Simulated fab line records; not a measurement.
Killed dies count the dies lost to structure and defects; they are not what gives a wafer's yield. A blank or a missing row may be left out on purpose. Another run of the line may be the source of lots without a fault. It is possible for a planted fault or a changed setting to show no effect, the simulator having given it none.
A lot that was struck, set against a sound lot || flow nandHarc || 15 out of 1302 route steps
Sound: these wafers, L256.2, L256.4, L256.5. Wafers L247.1, L247.4, L247.6 were the ones struck. The cause is named last.
Order at every step that has rows: each side's tool, ch and its chambers, its first start. Under that, the readings that differ: sound wafers || struck wafers || difference of the means || sigmas: that difference in standard deviations of wafers without a fault.
alike: words and numbers the same on both sides, and readings whose means are apart by under 2 such deviations; not compared: readings that were withheld, readings missing a value for some wafer, numbers with overlapping values and no deviation given by the record, and bounds like >300 which may hide the same value.
The two part at a step that has a row with sigmas, a row that says differs or no value, or rows on one side only. Numbers that don't overlap but have no deviation are shown without sigmas and don't part them. A reading that every wafer of one side lacks parts them only if that side has two wafers or more.

first, 9 steps without rows for these wafers: NHARC_P_ZERO_WELL_STRIP_28 (strips in SPM, time 840 s); NHARC_P_ZERO_WELL_DEHYDRATE_29 (time 120 s); NHARC_P_ZERO_WELL_HMDS_30 (time 30 s); NHARC_P_ZERO_WELL_COAT_31; NHARC_P_ZERO_WELL_SOFTBAKE_32 (time 95 s); NHARC_P_ZERO_WELL_EBR_33; NHARC_P_ZERO_WELL_EXPOSE_34 (exposes mask P PWELL, target cd 720 nm); NHARC_P_ZERO_WELL_PEB_35 (peb time 85 s); NHARC_P_ZERO_WELL_DEVELOP_36 (time 70 s).
NHARC_P_ZERO_WELL_CD_MEAS_37 targets a cd of 720 nm.
  sound on cdSem-01 ch 0, day 8 16:09; struck on cdSem-02 ch 0, day 4 22:16
  alike: cdNm
then, 1 step without rows for these wafers: NHARC_P_ZERO_WELL_HARDBAKE_38 (time 80 s).
NHARC_P_ZERO_WELL_DESCUM_39: chemistry O2, time 3 s.
  sound on rieDiel-12 ch 0,1,3, day 8 16:18; struck on rieDiel-09 ch 1,3, day 4 22:25
  alike: chamberPressureMTorr, drypumpMotorCurrentA, oesProductAu, rfVppV, showerheadPlenumPTorr, throttleValvePct
  not compared: rfHoursCounterH
NHARC_P_ZERO_WELL_IMPLANT_40:
  struck on implanter-02, day 4 22:34; sound on implanter-02 ch 0, day 8 16:29
  no value came back on the struck wafers for beamEnergyKeV, beamOnS (s), endStationPressureTorr (Torr); on the sound wafers beamEnergyKeV reads 299.94 299.89 300.09
next, for these wafers, 1 step has no rows: NHARC_P_ZERO_WELL_IMPLANT_59.
-- jump in the record: it breaks off in module P_ZERO_WELL and resumes in module END (first step shown: number 1302 of the route), and 23 days separate the struck wafers' starts before and after --
NHARC_END_SORT_01:
  at this point the record logs the struck wafers (prober-02 ch 0, day 27 14:07) and has no rows for the sound ones

## WHERE THEY PART
Earliest at NHARC_P_ZERO_WELL_IMPLANT_40; latest, in this record, at NHARC_END_SORT_01.

WHY: what the simulator had put in
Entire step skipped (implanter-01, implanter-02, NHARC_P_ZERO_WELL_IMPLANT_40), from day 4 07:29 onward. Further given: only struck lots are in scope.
